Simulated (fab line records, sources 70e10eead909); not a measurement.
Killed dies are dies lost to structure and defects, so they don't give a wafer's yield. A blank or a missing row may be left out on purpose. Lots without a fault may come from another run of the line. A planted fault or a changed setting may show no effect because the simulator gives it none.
fab line records | flow nand_harc
record lots=5 wafers=15 last_day=34
route steps=1302 shown A_CONTACT@1102 A_BLC@1107 END@1302
lots that met no fault: from a run of the same line without faults
start_h: hours from the record's first day to the start of the lot's first wafer shown | wait_h: hours since the lot's step before | " the same as in the row above | L1.1+2: a row that stands for several wafers | - no value, or no start given | * or withheld: withheld | < > ~ a bound
route shown NAME@n: a module of which the file shows steps, and the number in the route of the first | usual: mean/standard deviation of fault-free wafers | same: alike in all rows | chamber/n: place in a boat | sites: the reading at each site | _std_site: their standard deviation | _edge_site: outer sites' mean less inner sites' | radius_mm: how far each site lies from the wafer's centre | mask NAME#n: copy n | behind: the tool/chamber that last shaped the wafer | hold: why the lot was held/for how many hours/how that ended | device: the transistor (n, p or np) that didn't switch | end of line: the same wafers' tests at the end of the route | a step without rows: its recipe alone | killed: dies lost to structure and defects at the first sort, not the wafer's yield | map: a wafer's dies, x killed, . not, _ none there
set.NAME: the setting as run; set.NAME@STEP: as run at that earlier step | model.NAME: the simulator's own value behind a step, which no gauge read
lots at some steps of the route; a table a step, a row a wafer
services: from which hour (start_h, from the record's first day; less than 0 if before it) a tool's chamber was out of use, for how many hours, and why
## steps
# step NHARC_A_CONTACT_CVD_19
# recipe target_thk_a=3000 temp_c=300 pressure_torr=40 wf6_flow_sccm=40 h2_flow_sccm=1600 ar_flow_sccm=1560 time_s=802 material=W
# usual heater_power_w=446/41 throttle_valve_pct=7.95/0.26
# columns lot.wafer tool chamber start_h wait_h heater_power_w throttle_valve_pct
L644.3 cvd_w-01 0 - - 434 8.23
L644.4 " 0 " " 424 8.56
L644.6 " 0 " " 435 8.31
L649.3 cvd_w-01 1 - - 378 7.92
L649.4 " 1 " " 384 7.73
L649.6 " 1 " " 387 7.96
L654.2 cvd_w-02 0 - - 490 7.78
L654.1 " 1 " " 463 7.98
L654.5 " 1 " " 470 8.34
L656.1 cvd_w-01 1 - - 389 7.85
L656.3 " 0 " " 428 8.41
L656.4 " 1 " " 382 7.75
L659.1 cvd_w-02 1 - - 468 7.70
L659.4 " 0 " " 494 8.03
L659.5 " 0 " " 485 7.80
# step NHARC_A_CONTACT_CMP_20
# recipe t_overpolish_s=30 target_thk_nm=300
# usual motor_current_A=11.8/1.2 overpolish_run_s=29.999/0.0089 time_to_endpoint_s=60/3.1
# columns lot.wafer tool chamber start_h wait_h motor_current_A overpolish_run_s time_to_endpoint_s
L644.3 cmp-02 0 605.66 0.9 13.3 29.996 61
L644.4 " 1 " " 10.2 30.004 59
L644.6 " 2 " " 10.8 29.996 55
L649.4 cmp-01 2 637.56 0.7 12.6 30.017 54
L649.3 " 0 " " 14.1 29.993 53
L649.6 " 2 " " 13.1 30.010 53
L654.2 cmp-01 1 706.60 0.8 11.3 30.002 57
L654.1 " 0 " " 13.5 29.998 59
L654.5 " 1 " " 11.3 29.986 58
L656.3 cmp-01 2 721.02 0.5 12.4 29.997 58
L656.1 " 0 " " 13.8 29.990 54
L656.4 " 1 " " 11.6 30.012 58
L659.4 cmp-03 1 759.48 0.5 12.1 29.998 62
L659.1 " 2 " " 10.3 29.998 62
L659.5 " 0 " " 11.4 29.993 59
# step NHARC_A_CONTACT_SRD_22
# step NHARC_A_CONTACT_INSPECT_23
# usual raw_defect_count=509/130
# columns lot.wafer tool chamber start_h wait_h raw_defect_count
L644.3 defect_inspect-02 - 606.02 0.1 739
L644.4 " - " " 599
L644.6 " - " " 643
L649.3 defect_inspect-02 - 637.96 0.1 494
L649.4 " - " " 707
L649.6 " - " " 444
L654.1 defect_inspect-02 - 707.01 0.1 549
L654.2 " - " " 541
L654.5 " - " " 449
L656.1 defect_inspect-02 - 721.43 0.1 592
L656.3 " - " " 479
L656.4 " - " " 585
L659.1 defect_inspect-01 - 759.86 0.1 384
L659.4 " - " " 413
L659.5 " - " " 346
# step NHARC_A_BLC_DEHYDRATE_00
# recipe temp_c=150 time_s=120
# step NHARC_A_BLC_HMDS_01
# recipe time_s=30
# step NHARC_A_BLC_COAT_02
# recipe temp_c=260 time_s=75
# step NHARC_A_BLC_COAT_03
# recipe temp_c=225 time_s=65
# step NHARC_A_BLC_COAT_04
# recipe spin_rpm=1500 resist_thk_nm=90
# step NHARC_A_BLC_SOFTBAKE_05
# recipe temp_c=105 time_s=55
# step NHARC_A_BLC_EBR_06
# step NHARC_A_BLC_EXPOSE_07
# recipe na=1.35 target_cd_nm=100 dose_mj=67.97 mask_id=A_BLC
# usual exposure_dose_mJ_cm2=67.91/0.067
# columns lot.wafer tool chamber start_h wait_h mask exposure_dose_mJ_cm2
L644.3 arfi_scanner-03 0 606.40 - A_BLC#0 67.80
L644.4 " 0 " " A_BLC#0 67.90
L644.6 " 0 " " A_BLC#0 67.85
L649.3 arfi_scanner-02 0 638.34 - A_BLC#0 68.57
L649.4 " 0 " " A_BLC#0 68.54
L649.6 " 0 " " A_BLC#0 68.52
L654.1 arfi_scanner-02 0 707.38 - A_BLC#0 67.85
L654.2 " 0 " " A_BLC#0 67.92
L654.5 " 0 " " A_BLC#0 67.88
L656.1 arfi_scanner-02 0 721.79 - A_BLC#0 67.83
L656.3 " 0 " " A_BLC#0 67.81
L656.4 " 0 " " A_BLC#0 67.84
L659.1 arfi_scanner-01 0 760.11 - A_BLC#0 67.87
L659.4 " 0 " " A_BLC#0 68.03
L659.5 " 0 " " A_BLC#0 67.93
# step NHARC_A_BLC_PEB_08
# recipe peb_temp_c=100 peb_time_s=65
# step NHARC_A_BLC_DEVELOP_09
# recipe develop_time_s=35 dev_temp_c=23
# step NHARC_A_BLC_CD_MEAS_10
# recipe target_cd_nm=100 landing_energy_ev=500
# usual cd_nm=100.2/0.45
# columns lot.wafer tool chamber start_h wait_h hold cd_nm
L644.3 cd_sem-02 0 606.54 - - 100.2
L644.4 " 0 " " - 100.4
L644.6 " 0 " " - 100.6
L649.3 cd_sem-03 0 638.47 - await_dispo/0.2h/release 99.2
L649.4 " 0 " " await_dispo/0.2h/release 97.7
L649.6 " 0 " " await_dispo/0.2h/release 98.8
L649.3 cd_sem-03 0 - - - 99.4
L649.4 " 0 " " - 97.7
L649.6 " 0 " " - 99.0
L654.1 cd_sem-02 0 707.52 - - 99.8
L654.2 " 0 " " - 100.2
L654.5 " 0 " " - 99.7
L656.1 cd_sem-01 0 721.93 - - 100.3
L656.3 " 0 " " - 100.4
L656.4 " 0 " " - 100.0
L659.1 cd_sem-02 0 760.24 - - 99.3
L659.4 " 0 " " - 99.8
L659.5 " 0 " " - 99.3
# step NHARC_A_BLC_OVL_MEAS_11
# usual overlay_x_nm=0.0/0.76 overlay_y_nm=0.1/0.79
# columns lot.wafer tool chamber start_h wait_h hold overlay_x_nm overlay_y_nm
L644.3 overlay-01 - 606.63 - - 1.0 -0.5
L644.4 " - " " - 0.8 -0.5
L644.6 " - " " - 1.0 -0.4
L649.3 overlay-02 - 642.13 - await_dispo/3.4h/release -0.8 1.5
L649.4 " - " " await_dispo/3.4h/release -1.2 1.9
L649.6 " - " " await_dispo/3.4h/release -0.8 1.4
L654.1 overlay-02 - 707.61 - - -1.6 -0.5
L654.2 " - " " - -1.5 -0.4
L654.5 " - " " - -1.4 -0.4
L656.1 overlay-02 - 722.02 - - 0.3 0.4
L656.3 " - " " - -0.3 -0.1
L656.4 " - " " - 0.2 0.0
L659.1 overlay-02 - 760.33 - - 1.4 0.4
L659.4 " - " " - 1.3 0.1
L659.5 " - " " - 1.0 0.3
# step NHARC_A_BLC_INSPECT_12
# usual raw_defect_count=86/28
# columns lot.wafer tool chamber start_h wait_h raw_defect_count
L644.3 defect_inspect-02 - 606.66 0.0 86
L644.4 " - " " 78
L644.6 " - " " 71
L649.3 defect_inspect-02 - 642.16 0.0 72
L649.4 " - " " 64
L649.6 " - " " 64
L654.1 defect_inspect-02 - 707.64 0.0 60
L654.2 " - " " 79
L654.5 " - " " 70
L656.1 defect_inspect-01 - 722.06 0.0 91
L656.3 " - " " 131
L656.4 " - " " 104
L659.1 defect_inspect-01 - 760.37 0.0 91
L659.4 " - " " 83
L659.5 " - " " 74
# step NHARC_A_BLC_DESCUM_15
# recipe time_s=3 o2_flow_sccm=200 ar_flow_sccm=0 bias_power_w=0 chemistry=O2
# usual drypump_motor_current_A=5.8/0.32 oes_product_au=0.999/0.008 rf_vpp_V=57.7/0.79 showerhead_plenum_p_Torr=1.87/0.07 throttle_valve_pct=11.310/0.0094
# columns lot.wafer tool chamber start_h wait_h drypump_motor_current_A oes_product_au rf_hours_counter_h rf_vpp_V showerhead_plenum_p_Torr throttle_valve_pct model.A_BLC.cd_nm
L644.3 rie_diel-06 0 606.73 0.1 6.1 0.994 11 57.8 1.81 11.305 100.5
L644.4 " 2 " " 5.3 0.994 12 57.7 1.76 11.326 100.2
L644.6 " 0 " " 6.1 1.007 - 56.8 1.81 11.315 100.2
L649.3 rie_diel-06 1 642.22 0.1 5.6 0.994 16 58.9 1.93 11.313 100
L649.4 " 0 " " 6.1 0.994 15 57.7 1.81 11.301 97.83
L649.6 " 1 " " 5.6 0.991 - 58.9 1.93 11.300 99.28
L654.2 rie_diel-09 2 707.70 0.1 6.0 1.012 2 57.1 1.91 11.300 100
L654.1 " 0 " " 5.8 0.995 2 57.4 1.99 11.316 99.73
L654.5 " 3 " " 6.1 1.005 - 58.1 1.88 11.307 99.86
L656.1 rie_diel-09 1 722.12 0.1 5.9 1.006 3 56.8 1.85 11.312 100.4
L656.3 " 3 " " 6.1 1.008 3 57.5 1.87 11.305 100.3
L656.4 " 0 " " 5.8 0.994 - 58.7 1.98 11.321 99.87
L659.1 rie_diel-09 0 760.44 0.1 5.9 0.999 5 57.3 1.98 11.310 99.23
L659.4 " 2 " " 6.0 1.004 4 57.7 1.91 11.317 99.68
L659.5 " 3 " " 6.1 1.011 - 57.3 1.87 11.312 99.41
# step NHARC_A_BLC_ETCH_16
# recipe target_depth_a=390 over_etch_frac=0.3 time_s=65 ion_energy_ev=80 cf4_flow_sccm=150 ar_flow_sccm=0 rf_w=300 bias_w=100 chemistry=CF4
# usual bias_w=100.0/0.31 drypump_motor_current_A=5.8/0.32 oes_product_au=1.001/0.0076 rf_vpp_V=150.8/1.1 showerhead_plenum_p_Torr=1.73/0.062 throttle_valve_pct=13.284/0.0093
# columns lot.wafer tool chamber start_h wait_h bias_w drypump_motor_current_A oes_product_au rf_hours_counter_h rf_vpp_V showerhead_plenum_p_Torr throttle_valve_pct model.A_BLC.cd_nm
L644.4 rie_diel-06 1 606.81 0.1 99.9 5.6 0.992 12 152.1 1.78 13.291 100.1
L644.3 " 2 " " 100.0 5.3 0.997 12 151.4 1.64 13.288 100.4
L644.6 " 2 " " 100.1 5.3 1.002 - 148.8 1.64 13.279 100.1
L649.4 rie_diel-06 3 642.32 0.1 100.6 6.2 1.002 15 149.0 1.72 13.287 97.72
L649.3 " 0 " " 100.2 6.1 0.992 15 149.3 1.68 13.290 99.73
L649.6 " 1 " " 100.2 5.6 1.004 - 152.3 1.78 13.282 99.27
L654.2 rie_diel-09 0 707.79 0.1 100.3 5.9 1.002 2 151.0 1.83 13.296 100.1
L654.1 " 3 " " 100.0 6.1 0.994 2 152.4 1.74 13.264 100
L654.5 " 1 " " 99.6 5.8 0.996 - 151.7 1.72 13.300 100
L656.3 rie_diel-09 3 722.22 0.1 99.6 6.1 1.008 3 150.9 1.74 13.294 100.6
L656.1 " 0 " " 100.0 5.8 0.995 3 152.0 1.83 13.283 100.3
L656.4 " 3 " " 99.4 6.1 1.011 - 149.9 1.74 13.266 100.2
L659.1 rie_diel-09 0 760.52 0.1 100.2 5.8 0.998 5 152.2 1.83 13.286 99.06
L659.4 " 1 " " 99.7 5.8 0.995 6 151.5 1.72 13.293 99.43
L659.5 " 1 " " 99.8 5.8 1.000 - 151.6 1.72 13.296 99.24
# step NHARC_A_BLC_ETCH_17
# recipe target_depth_a=3900 over_etch_frac=0.25 time_s=609.38 ion_energy_ev=200 n2_flow_sccm=150 h2_flow_sccm=150 ar_flow_sccm=0 rf_w=400 bias_w=150 chemistry=N2/H2
# usual bias_w=150.0/0.48 drypump_motor_current_A=5.8/0.32 n2_flow_sccm=150.0/0.43 oes_product_au=0.999/0.0069 rf_vpp_V=429.2/2.3 showerhead_plenum_p_Torr=1.99/0.075 throttle_valve_pct=14.172/0.0095
# columns lot.wafer tool chamber start_h wait_h bias_w drypump_motor_current_A n2_flow_sccm oes_product_au rf_hours_counter_h rf_vpp_V showerhead_plenum_p_Torr throttle_valve_pct
L644.4 rie_diel-06 2 - - 149.6 5.3 149.8 1.007 12 426.2 1.88 14.163
L644.3 " 3 " " 149.9 6.2 150.0 0.993 12 427.9 1.98 14.174
L644.6 " 1 " " 149.8 5.6 149.6 0.999 - 431.0 2.06 14.176
L649.4 rie_diel-06 3 - - 149.8 6.2 150.3 1.003 15 429.1 1.98 14.170
L649.3 " 1 " " 149.7 5.6 149.8 1.000 16 431.9 2.06 14.179
L649.6 " 3 " " 149.8 6.2 149.8 1.009 - 427.9 1.98 14.170
L654.2 rie_diel-09 3 - - 150.1 6.1 149.5 1.007 2 430.7 2.00 14.177
L654.1 " 0 " " 149.4 5.8 149.3 0.999 2 433.8 2.12 14.158
L654.5 " 1 " " 149.8 5.8 149.9 0.997 - 429.3 1.97 14.172
L656.3 rie_diel-09 0 - - 149.7 5.8 149.6 0.999 3 432.3 2.12 14.170
L656.1 " 1 " " 149.8 5.8 149.3 0.995 4 428.0 1.97 14.183
L656.4 " 1 " " 149.6 5.9 149.3 0.995 - 427.3 1.97 14.172
L659.1 rie_diel-09 0 - - 150.4 5.8 149.9 1.004 5 431.6 2.12 14.157
L659.4 " 2 " " 150.5 6.0 150.0 1.001 4 429.6 2.03 14.157
L659.5 " 1 " " 150.4 5.9 150.1 0.991 - 428.4 1.97 14.155
# step NHARC_END_SORT_01
# recipe temp_c=25
# usual killed_at_array=62/16 killed_at_other=0.8/1.1 killed_at_periphery=4/3.2 killed_dies=67/16 killed_open=3.5/1.9 killed_short=2.1/1.5
# same gross_dies=677
# columns lot.wafer tool chamber start_h wait_h killed_at_array killed_at_other killed_at_periphery killed_dies killed_open killed_short
L644.3 prober-01 0 650.78 3.1 52 1 8 61 3 1
L644.4 prober-01 0 651.58 3.4 55 0 7 62 2 6
L644.6 prober-01 0 653.18 4.0 53 1 4 58 1 1
L649.3 prober-02 0 700.98 3.1 52 1 3 56 0 2
L649.4 prober-02 0 701.77 3.4 41 0 2 43 4 2
L649.6 prober-02 0 703.36 4.0 38 1 6 45 3 0
L654.1 prober-01 0 756.21 2.5 47 1 3 51 5 2
L654.2 prober-01 0 757.01 2.8 62 0 6 68 8 1
L654.5 prober-01 0 759.41 3.7 55 0 2 57 2 2
# killed by level:class
L644.3 A_SLIT:chamber_film_flake=27 A_CHANNEL_HOLE_D2:chamber_film_flake=13 P_CONTACT:chamber_film_flake=5 A_CHANNEL_HOLE_D1:chamber_film_flake=5 P_ZERO_WELL:chamber_film_flake=2 P_M0:geometric_particle:open=1 A_ONON_D1:geometric_particle:open=1 A_CHANNEL_FILL_D1:geometric_particle:short=1
L644.4 A_SLIT:chamber_film_flake=33 A_CHANNEL_HOLE_D2:chamber_film_flake=7 P_CONTACT:chamber_film_flake=4 A_CONTACT:chamber_film_flake=3 A_CHANNEL_HOLE_D1:chamber_film_flake=2 A_M0:chamber_film_flake=2 P_M0:geometric_particle:short=1 P_M1:geometric_particle:short=1
L644.6 A_SLIT:chamber_film_flake=30 A_CHANNEL_HOLE_D1:chamber_film_flake=8 A_CHANNEL_HOLE_D2:chamber_film_flake=6 P_CONTACT:chamber_film_flake=3 A_STAIRCASE:chamber_film_flake=3 A_M0:chamber_film_flake=2 A_DECK1_JOINT:geometric_particle:short=1 A_BLC:geometric_particle:open=1
L649.3 A_CHANNEL_HOLE_D1:chamber_film_flake=38 A_SLIT:chamber_film_flake=7 A_CONTACT:chamber_film_flake=3 P_M2:chamber_film_flake=2 A_STAIRCASE:chamber_film_flake=2 A_CHANNEL_FILL_D1:geometric_particle:short=1 A_SGD_CUT:geometric_particle:short=1 P_GATE:chamber_film_flake=1
L649.4 A_CHANNEL_HOLE_D1:chamber_film_flake=30 A_SLIT:chamber_film_flake=3 A_CONTACT:chamber_film_flake=2 A_ONON_D1:geometric_particle:open=1 A_CHANNEL_FILL_D2:geometric_particle:short=1 A_WL_FILL:geometric_particle:short=1 A_CONTACT:geometric_particle:open=1 A_BLC:geometric_particle:open=1
L649.6 A_CHANNEL_HOLE_D1:chamber_film_flake=30 P_M2:chamber_film_flake=3 A_CHANNEL_FILL_D2:geometric_particle:open=2 P_GATE:chamber_film_flake=2 A_SLIT:chamber_film_flake=2 A_CONTACT:chamber_film_flake=2 P_ZERO_WELL:chamber_film_flake=1 STARTING-WAFER:geometric_particle:open=1
L654.1 A_CHANNEL_HOLE_D2:chamber_film_flake=17 A_CHANNEL_HOLE_D1:chamber_film_flake=11 A_SLIT:chamber_film_flake=8 A_CONTACT:chamber_film_flake=5 A_STAIRCASE:chamber_film_flake=2 P_M1:geometric_particle:open=1 P_M2:geometric_particle:open=1 A_ONON_D1:geometric_particle:short=1
L654.2 A_CHANNEL_HOLE_D2:chamber_film_flake=28 A_CHANNEL_HOLE_D1:chamber_film_flake=10 A_SLIT:chamber_film_flake=7 A_CONTACT:chamber_film_flake=5 A_M0:geometric_particle:open=2 P_CONTACT:chamber_film_flake=2 A_DECK1_JOINT:chamber_film_flake=2 A_STAIRCASE:chamber_film_flake=2
L654.5 A_CHANNEL_HOLE_D2:chamber_film_flake=29 A_CHANNEL_HOLE_D1:chamber_film_flake=12 A_CONTACT:chamber_film_flake=5 A_SLIT:chamber_film_flake=4 A_M0:geometric_particle:open=2 A_STAIRCASE:chamber_film_flake=2 P_CONTACT:geometric_particle:short=1 A_CHANNEL_FILL_D2:geometric_particle:short=1
## services
# columns tool chamber start_h hours kind
cmp-01 - 585.13 32.6 repair
cmp-03 - 589.26 3.3 repair
cvd_w-01 1 603.71 2.9 repair
arfi_scanner-02 - 615.48 1.0 repair
rie_diel-09 0 620.80 4.8 repair
cvd_w-02 - 631.00 13.0 pm
cvd_w-01 0 633.12 6.6 repair
arfi_scanner-02 - 642.23 2.7 repair
rie_diel-09 1 644.60 31.6 repair
arfi_scanner-02 - 652.05 5.0 repair
arfi_scanner-02 - 657.06 4.0 pm
rie_diel-09 3 660.25 8.4 repair
rie_diel-06 - 661.20 9.0 pm
rie_diel-09 - 674.10 9.0 pm
cmp-01 - 675.60 4.0 pm
cvd_w-02 - 682.21 0.6 repair
arfi_scanner-02 - 693.95 1.0 repair
rie_diel-09 2 712.30 19.0 repair
cmp-01 - 714.72 0.8 repair
cvd_w-01 - 728.35 13.0 pm
rie_diel-06 - 731.74 0.3 repair
arfi_scanner-02 - 734.52 12.9 repair
rie_diel-09 - 741.07 0.8 repair
cvd_w-01 0 751.24 11.9 repair
## key
first_sign step=NHARC_A_BLC_EXPOSE_07 reading=exposure_dose_mJ_cm2 direction=up sigmas=9.5 usual=67.91 struck=68.54
effect step=NHARC_A_BLC_CD_MEAS_10 reading=visit direction=added through=control_loop
model_effect step=NHARC_A_BLC_DESCUM_15 value=A_BLC.cd_nm without=101.1 struck=99.05
model_effect step=NHARC_A_BLC_ETCH_16 value=A_BLC.cd_nm without=100.9 struck=98.91
met_at NHARC_A_BLC_EXPOSE_07
struck_wafers L649.3,L649.4,L649.6
tester_left_out L649
loop_trim step=NHARC_A_BLC_EXPOSE_07 setting=dose lots=L649
fault kind=process_parameter_drift tool=arfi_scanner-02 chamber=- onset_h=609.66 steps=NHARC_A_BLC_EXPOSE_07 channel=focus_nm offset=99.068 spread_by_wafer=0.3 shape=step end_h=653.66
# tester_left_out: of these lots the tester's yield and bins aren't shown, on N5 and GAA mostly nor the transistor test; their killed dies are dies lost to structure and defects alone, not to doping, threshold or leakage, so they don't give the yield
# loop_trim: a control loop set the setting to another value than it would have without faults
